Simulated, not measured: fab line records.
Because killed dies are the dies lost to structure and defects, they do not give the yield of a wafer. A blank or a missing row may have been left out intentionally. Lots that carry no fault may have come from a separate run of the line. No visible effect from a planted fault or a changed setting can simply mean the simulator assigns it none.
fab line records | flow n5_finfet
record lots=11 | wafers=33 | last_day=18
route steps=1938 shown BEOL_M12@1642 BEOL_M13@1659
lots that met no fault: from a run of the same line without faults
start_h: start of the lot's first displayed wafer, in hours after the record's first day | wait_h: how many hours have passed since the lot's step before this one | " repeats the value in the row above | L1.1+2: one row covering several wafers at once | - no value present, or no start provided | * or withheld: withheld | < > ~ a bound
route shown NAME@n: names a module that has steps shown in the file, with the first one's number in the route | usual: average and standard deviation across the fault-free wafers | same: alike in all rows | chamber/n: place in a boat | sites: per-site readings | _std_site: how widely they spread, as a standard deviation | _edge_site: outer sites' mean less inner sites' | radius_mm: how far each site lies from the wafer's centre | mask NAME#n: copy n | behind: the last tool/chamber to shape the wafer | hold: what put the lot on hold/how long, in hours/how the hold closed | device: which transistor (n, p or np) failed to switch | end of line: at the end of the route, the tests of the same wafers | a step given without rows: its recipe and nothing more | killed: count of dies lost to structure and defects at first sort (not the wafer's yield) | map: a wafer's dies, x killed, . not, _ none there
set.NAME: the run value of the setting; set.NAME@STEP: its run value at that earlier step | model.NAME: the simulator's own value behind a step, which no gauge read
the route's steps for a sample of lots (tables are steps, rows are wafers)
services: when a tool's chamber went out of use (start_h, in hours from the record's first day, below 0 if earlier), for how many hours, and the reason
## steps
# step N5_BEOL_M12_STRIP_37
# recipe chemistry=N2/H2 | power_w=1000 | temp_c=250 | h2_frac=0.65 | overash_fraction=0.3 | pressure_mtorr=withheld | n2_flow_sccm=1750 | h2_flow_sccm=3250
# usual drypump_motor_current_A=5.51/0.18 | heater_power_w=353/22 | n2_flow_sccm=1750/5.6 | oes_product_au=0.790/0.012
# same overash_fraction=0.3
lot.wafer | tool            | chamber | start_h | wait_h | drypump_motor_current_A | heater_power_w | n2_flow_sccm | oes_product_au | rf_hours_counter_h
L677.1    | plasma_asher-02 | 1       | 249.52  | 0.0    | 5.42                    | 322            | 1748         | 0.780          | 73
L677.3    | "               | 0       | "       | "      | 5.74                    | 372            | 1750         | 0.787          | -
L677.6    | "               | 1       | "       | "      | 5.41                    | 335            | 1749         | 0.777          | -
L681.1    | plasma_asher-01 | 1       | 260.15  | 0.0    | 5.25                    | 332            | 1752         | 0.775          | 124
L681.4    | "               | 0       | "       | "      | 5.55                    | 352            | 1747         | 0.790          | -
L681.6    | "               | 0       | "       | "      | 5.58                    | 371            | 1752         | 0.768          | -
L679.1    | plasma_asher-02 | 1       | 265.13  | 0.0    | 5.42                    | 321            | 1737         | 0.787          | 77
L679.3    | "               | 0       | "       | "      | 5.74                    | 378            | 1756         | 0.786          | -
L679.6    | "               | 0       | "       | "      | 5.67                    | 379            | 1747         | 0.801          | -
L682.1    | plasma_asher-02 | 1       | 273.00  | 0.0    | 5.41                    | 317            | 1761         | 0.793          | 78
L682.3    | "               | 1       | "       | "      | 5.40                    | 323            | 1750         | 0.774          | -
L682.5    | "               | 1       | "       | "      | 5.40                    | 330            | 1762         | 0.778          | -
L685.4    | plasma_asher-02 | 1       | 296.92  | 0.1    | 5.42                    | 332            | 1751         | 0.805          | -
L685.5    | "               | 0       | "       | "      | 5.72                    | 378            | 1743         | 0.781          | -
L685.6    | "               | 1       | "       | "      | 5.43                    | 330            | 1751         | 0.788          | -
L688.1    | plasma_asher-01 | 1       | 310.38  | 0.0    | 5.29                    | 342            | 1756         | 0.776          | 134
L688.2    | "               | 0       | "       | "      | 5.56                    | 375            | 1756         | 0.798          | 134
L688.3    | "               | 0       | "       | "      | 5.56                    | 370            | 1759         | 0.786          | -
L687.2    | plasma_asher-02 | 1       | 317.89  | 0.0    | 5.38                    | 324            | 1750         | 0.791          | 87
L687.4    | "               | 0       | "       | "      | 5.74                    | 376            | 1746         | 0.782          | -
L687.6    | "               | 1       | "       | "      | 5.40                    | 328            | 1752         | 0.790          | -
L689.1    | plasma_asher-01 | 1       | 319.36  | 0.0    | 5.29                    | 343            | 1754         | 0.783          | 136
L689.2    | "               | 0       | "       | "      | 5.56                    | 369            | 1750         | 0.804          | 136
L689.6    | "               | 1       | "       | "      | 5.30                    | 341            | 1749         | 0.791          | -
L694.2    | plasma_asher-02 | 0       | 346.86  | 0.0    | 5.74                    | 378            | 1757         | 0.781          | 93
L694.3    | "               | 0       | "       | "      | 5.72                    | 374            | 1765         | 0.799          | -
L694.5    | "               | 1       | "       | "      | 5.35                    | 332            | 1749         | 0.804          | -
L695.1    | plasma_asher-01 | 1       | 352.31  | 0.0    | 5.25                    | 345            | 1754         | 0.789          | 143
L695.4    | "               | 1       | "       | "      | 5.28                    | 327            | 1758         | 0.790          | -
L695.6    | "               | 1       | "       | "      | 5.25                    | 335            | 1753         | 0.807          | -
L699.2    | plasma_asher-02 | 1       | 382.14  | 0.0    | 5.41                    | 320            | 1752         | 0.794          | 100
L699.3    | "               | 1       | "       | "      | 5.41                    | 332            | 1753         | 0.791          | -
L699.4    | "               | 0       | "       | "      | 5.74                    | 383            | 1746         | 0.786          | -
# step N5_BEOL_M12_ANNEAL_48
# recipe temp_c=225 | time_s=90 | ambient=N2
# usual wafer_temp_C_max=226.25/0.27
lot.wafer | tool          | chamber | start_h | wait_h | wafer_temp_C_max
L677.1    | rtp_anneal-01 | 0       | 252.98  | 0.2    | 226.42
L677.3    | "             | 0       | "       | "      | 226.11
L677.6    | "             | 0       | "       | "      | 225.99
L681.1    | rtp_anneal-02 | 0       | 262.57  | 0.1    | 226.53
L681.4    | "             | 0       | "       | "      | 226.50
L681.6    | "             | 0       | "       | "      | 226.50
L679.1    | rtp_anneal-01 | 0       | 267.50  | 1.5    | 226.38
L679.3    | "             | 0       | "       | "      | 226.11
L679.6    | "             | 0       | "       | "      | 226.65
L682.1    | rtp_anneal-01 | 0       | 275.12  | 0.1    | 226.37
L682.3    | "             | 0       | "       | "      | 226.51
L682.5    | "             | 0       | "       | "      | 226.36
L685.4    | rtp_anneal-01 | 0       | 300.65  | 0.2    | 226.04
L685.5    | "             | 0       | "       | "      | 226.55
L685.6    | "             | 0       | "       | "      | 226.10
L688.1    | rtp_anneal-01 | 0       | 312.25  | 0.1    | 226.42
L688.2    | "             | 0       | "       | "      | 226.15
L688.3    | "             | 0       | "       | "      | 225.97
L687.2    | rtp_anneal-02 | 0       | 322.18  | 1.3    | 225.99
L687.4    | "             | 0       | "       | "      | 226.62
L687.6    | "             | 0       | "       | "      | 226.20
L689.1    | rtp_anneal-02 | 0       | 325.24  | 0.1    | 225.96
L689.2    | "             | 0       | "       | "      | 226.64
L689.6    | "             | 0       | "       | "      | 226.69
L694.2    | rtp_anneal-02 | 0       | 348.38  | 0.1    | 225.99
L694.3    | "             | 0       | "       | "      | 226.53
L694.5    | "             | 0       | "       | "      | 226.36
L695.1    | rtp_anneal-02 | 0       | 360.19  | 1.3    | 225.97
L695.4    | "             | 0       | "       | "      | 226.27
L695.6    | "             | 0       | "       | "      | 226.25
L699.2    | rtp_anneal-02 | 0       | 387.06  | 0.9    | 226.48
L699.3    | "             | 0       | "       | "      | 226.21
L699.4    | "             | 0       | "       | "      | 226.18
# step N5_BEOL_M12_CMP_49
# recipe stop_on=SiOC | t_overpolish_s=20.6 | down_force_psi=1 | platen_rpm=50 | clearing_platen_down_force_psi=1.5 | clearing_platen_rpm=50 | post_cmp_clean=cu_alkaline | target_thk_nm=320 | clearing_platen_pad_velocity_m_s=0.99484 | pad_velocity_m_s=0.99484
# usual barrier_field_endpoint_s=30.6/0.78 | motor_current_A=6.0/0.46 | overpolish_run_s=20.601/0.0094 | slurry_flow_ml_min=150.0/0.47
lot.wafer | tool   | chamber | start_h | wait_h | barrier_field_endpoint_s | motor_current_A | overpolish_run_s | slurry_flow_ml_min
L677.3    | cmp-04 | 0       | 253.28  | 0.2    | 28.9                     | 5.6             | 20.616           | 149.9
L677.1    | "      | 1       | "       | "      | 29.3                     | 5.9             | 20.595           | 149.7
L677.6    | "      | 1       | "       | "      | 29.3                     | 5.5             | 20.590           | 149.6
L681.1    | cmp-03 | 3       | 262.86  | 0.3    | 30.3                     | 6.4             | 20.590           | 150.0
L681.4    | "      | 0       | "       | "      | 31.4                     | 6.7             | 20.598           | 149.5
L681.6    | "      | 3       | "       | "      | 29.7                     | 6.9             | 20.603           | 150.6
L679.1    | cmp-01 | 1       | 267.79  | 0.3    | 31.1                     | 5.3             | 20.607           | 150.3
L679.3    | "      | 3       | "       | "      | 31.9                     | 5.8             | 20.595           | 151.2
L679.6    | "      | 2       | "       | "      | 31.6                     | 5.4             | 20.611           | 150.0
L682.3    | cmp-04 | 0       | 275.43  | 0.2    | 31.6                     | 5.9             | 20.586           | 149.7
L682.1    | "      | 3       | "       | "      | 30.8                     | 5.6             | 20.603           | 150.6
L682.5    | "      | 0       | "       | "      | 30.6                     | 5.9             | 20.591           | 150.0
L685.4    | cmp-04 | 3       | 300.89  | 0.2    | 31.9                     | 5.8             | 20.597           | 149.8
L685.5    | "      | 1       | "       | "      | 31.7                     | 6.1             | 20.599           | 149.7
L685.6    | "      | 2       | "       | "      | 31.8                     | 6.2             | 20.614           | 149.7
L688.2    | cmp-04 | 3       | 312.60  | 0.3    | 29.8                     | 5.8             | 20.599           | 150.6
L688.1    | "      | 0       | "       | "      | 30.3                     | 5.8             | 20.616           | 149.6
L688.3    | "      | 1       | "       | "      | 30.3                     | 5.7             | 20.624           | 149.9
L687.2    | cmp-01 | 0       | 322.44  | 0.2    | 29.6                     | 6.5             | 20.577           | 149.0
L687.4    | "      | 2       | "       | "      | 29.9                     | 5.3             | 20.612           | 150.5
L687.6    | "      | 0       | "       | "      | 29.5                     | 6.6             | 20.601           | 149.3
L689.2    | cmp-03 | 0       | 325.54  | 0.2    | 30.5                     | 6.4             | 20.591           | 149.4
L689.1    | "      | 2       | "       | "      | 30.3                     | 5.7             | 20.604           | 150.4
L689.6    | "      | 0       | "       | "      | 30.2                     | 6.3             | 20.600           | 150.6
L694.2    | cmp-03 | 3       | 348.63  | 0.2    | 30.7                     | 6.9             | 20.608           | 150.1
L694.3    | "      | 0       | "       | "      | 30.6                     | 6.3             | 20.622           | 150.4
L694.5    | "      | 3       | "       | "      | 29.9                     | 6.8             | 20.593           | 150.3
L695.4    | cmp-04 | 3       | 360.49  | 0.1    | 30.5                     | 5.7             | 20.596           | 150.6
L695.1    | "      | 2       | "       | "      | 30.5                     | 6.5             | 20.605           | 150.2
L695.6    | "      | 0       | "       | "      | 29.9                     | 6.0             | 20.596           | 150.5
L699.4    | cmp-04 | 3       | 387.37  | 0.2    | 30.4                     | 6.1             | 20.615           | 149.8
L699.3    | "      | 0       | "       | "      | 29.6                     | 5.5             | 20.594           | 149.8
L699.2    | "      | 1       | "       | "      | 28.5                     | 6.0             | 20.608           | 149.7
# step N5_BEOL_M13_ILD_DEP_00
# recipe material=SiOC | target_thk_a=8379.2 | temp_c=350 | precursor=DEMS/O2 | pressure_torr=5 | rf_w=500 | time_s=166.4
# usual heater_power_outer_w=265/61 | heater_power_w=504/100 | showerhead_plenum_p_Torr=5.697/0.012 | susceptor_temp_C=349.99/0.2 | throttle_valve_pct=11.9/0.85
lot.wafer | tool     | chamber | start_h | wait_h | heater_power_outer_w | heater_power_w | showerhead_plenum_p_Torr | since_wet_clean_h | susceptor_temp_C | throttle_valve_pct
L677.1    | pecvd-04 | 2       | 253.76  | 0.0    | 326                  | 584            | 5.705                    | 22                | 349.81           | 10.9
L677.3    | "        | 1       | "       | "      | 306                  | 676            | 5.686                    | 1501              | 350.32           | 11.4
L677.6    | "        | 1       | "       | "      | 321                  | 704            | 5.687                    | -                 | 349.86           | 11.7
L681.1    | pecvd-03 | 0       | 263.35  | 0.0    | 194                  | 415            | 5.681                    | 1330              | 350.12           | 12.8
L681.4    | "        | 2       | "       | "      | 354                  | 613            | 5.698                    | -                 | 350.04           | 12.0
L681.6    | "        | 0       | "       | "      | 126                  | 316            | 5.706                    | -                 | 349.94           | 12.6
L679.1    | pecvd-03 | 1       | 268.28  | 0.0    | 230                  | 416            | 5.716                    | 2060              | 350.13           | 13.2
L679.3    | "        | 0       | "       | "      | 138                  | 325            | 5.690                    | 1335              | 349.88           | 12.9
L679.6    | "        | 1       | "       | "      | 250                  | 436            | 5.703                    | -                 | 349.77           | 13.2
L682.1    | pecvd-04 | 1       | 275.91  | 0.0    | 294                  | 654            | 5.666                    | 1524              | 349.77           | 11.8
L682.3    | "        | 0       | "       | "      | 269                  | 521            | 5.717                    | 799               | 350.02           | 10.9
L682.5    | "        | 2       | "       | "      | 315                  | 589            | 5.685                    | -                 | 349.73           | 11.1
L685.4    | pecvd-04 | 1       | 301.35  | 0.1    | 283                  | 636            | 5.694                    | -                 | 349.80           | 11.7
L685.5    | "        | 2       | "       | "      | 329                  | 589            | 5.694                    | -                 | 350.00           | 11.0
L685.6    | "        | 0       | "       | "      | 335                  | 607            | 5.717                    | -                 | 347.83           | 11.0
L688.1    | pecvd-04 | 0       | 313.04  | 0.0    | 272                  | 502            | 5.714                    | 836               | 347.75           | 10.9
L688.2    | "        | 1       | "       | "      | 304                  | 674            | 5.681                    | 1561              | 349.65           | 11.6
L688.3    | "        | 2       | "       | "      | 316                  | 574            | 5.695                    | 82                | 349.90           | 11.2
L687.2    | pecvd-03 | 2       | 322.93  | 0.0    | 329                  | 575            | 5.702                    | 626               | 350.02           | 12.1
L687.4    | "        | 0       | "       | "      | 185                  | 385            | 5.697                    | -                 | 350.02           | 12.8
L687.6    | "        | 1       | "       | "      | 256                  | 435            | 5.694                    | -                 | 350.25           | 13.5
L689.1    | pecvd-04 | 1       | 326.02  | 0.0    | 297                  | 675            | 5.676                    | 1574              | 350.05           | 11.6
L689.2    | "        | 0       | "       | "      | 318                  | 569            | 5.707                    | 849               | 347.87           | 11.0
L689.6    | "        | 2       | "       | "      | 344                  | 608            | 5.701                    | -                 | 349.97           | 11.1
L694.2    | pecvd-03 | 1       | 349.13  | 0.0    | 264                  | 457            | 5.693                    | 2141              | 349.71           | 13.1
L694.3    | "        | 2       | "       | "      | 336                  | 601            | 5.689                    | 652               | 349.66           | 12.0
L694.5    | "        | 2       | "       | "      | 359                  | 642            | 5.689                    | -                 | 349.68           | 11.8
L695.1    | pecvd-03 | 2       | 360.98  | 0.0    | 313                  | 572            | 5.678                    | 664               | 349.96           | 12.2
L695.4    | "        | 2       | "       | "      | 349                  | 617            | 5.700                    | -                 | 349.79           | 12.2
L695.6    | "        | 0       | "       | "      | 173                  | 387            | 5.700                    | -                 | 349.87           | 12.8
L699.2    | pecvd-01 | 1       | 387.81  | 0.0    | 211                  | 413            | 5.689                    | 1998              | 350.06           | 12.2
L699.3    | "        | 2       | "       | "      | 291                  | 514            | 5.708                    | 502               | 350.30           | 10.8
L699.4    | "        | 0       | "       | "      | 273                  | 518            | 5.706                    | -                 | 350.30           | 12.7
## services
tool            | chamber | start_h | hours | kind
pecvd-03        | -       | 228.69  | 2.8   | pm
pecvd-01        | -       | 232.63  | 14.6  | pm
cmp-01          | -       | 236.01  | 1.9   | repair
rtp_anneal-01   | -       | 240.37  | 4.2   | pm
cmp-01          | -       | 246.46  | 1.2   | repair
cmp-01          | -       | 250.04  | 15.5  | pm
cmp-03          | -       | 252.05  | 1.9   | repair
pecvd-03        | 0       | 253.32  | 2.1   | scheduled_down
pecvd-03        | 1       | 280.50  | 2.5   | repair
cmp-04          | -       | 292.04  | 4.0   | pm
cmp-04          | -       | 296.04  | -     | consumable_replace:conditioner
cmp-04          | -       | 296.04  | -     | consumable_replace:pad
cmp-01          | -       | 303.96  | 3.1   | repair
cmp-03          | -       | 308.01  | 3.7   | pm
cmp-03          | -       | 314.98  | 1.8   | repair
cmp-01          | -       | 316.49  | 4.0   | pm
cmp-01          | -       | 325.97  | 1.0   | repair
pecvd-03        | 2       | 329.26  | 2.1   | scheduled_down
cmp-03          | -       | 340.49  | 1.3   | repair
cmp-04          | -       | 352.73  | 5.7   | pm
cmp-04          | -       | 361.04  | 1.5   | repair
cmp-01          | -       | 371.51  | 1.4   | repair
cmp-04          | -       | 371.75  | 3.4   | repair
plasma_asher-01 | -       | 377.70  | 15.6  | pm
## key
first_sign step=N5_BEOL_M13_ILD_DEP_00 | reading=susceptor_temp_C | direction=down | sigmas=11 | usual=* | struck=*
effect none on later readings
met_at N5_BEOL_M13_ILD_DEP_00
struck_lots L685,L688,L689
struck_wafers L685.6,L688.1,L689.2
not_acting_at N5_BEOL_M12_STRIP_37,N5_BEOL_M12_ANNEAL_48,N5_BEOL_M12_CMP_49
onset_between 275.91 301.35
fault kind=process_parameter_drift | tool=pecvd-04 | chamber=0 | onset_h=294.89 | steps=N5_BEOL_M13_ILD_DEP_00 | channel=temp_c | offset=* | shape=step | end_h=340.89 | acts_in=* | stated=*
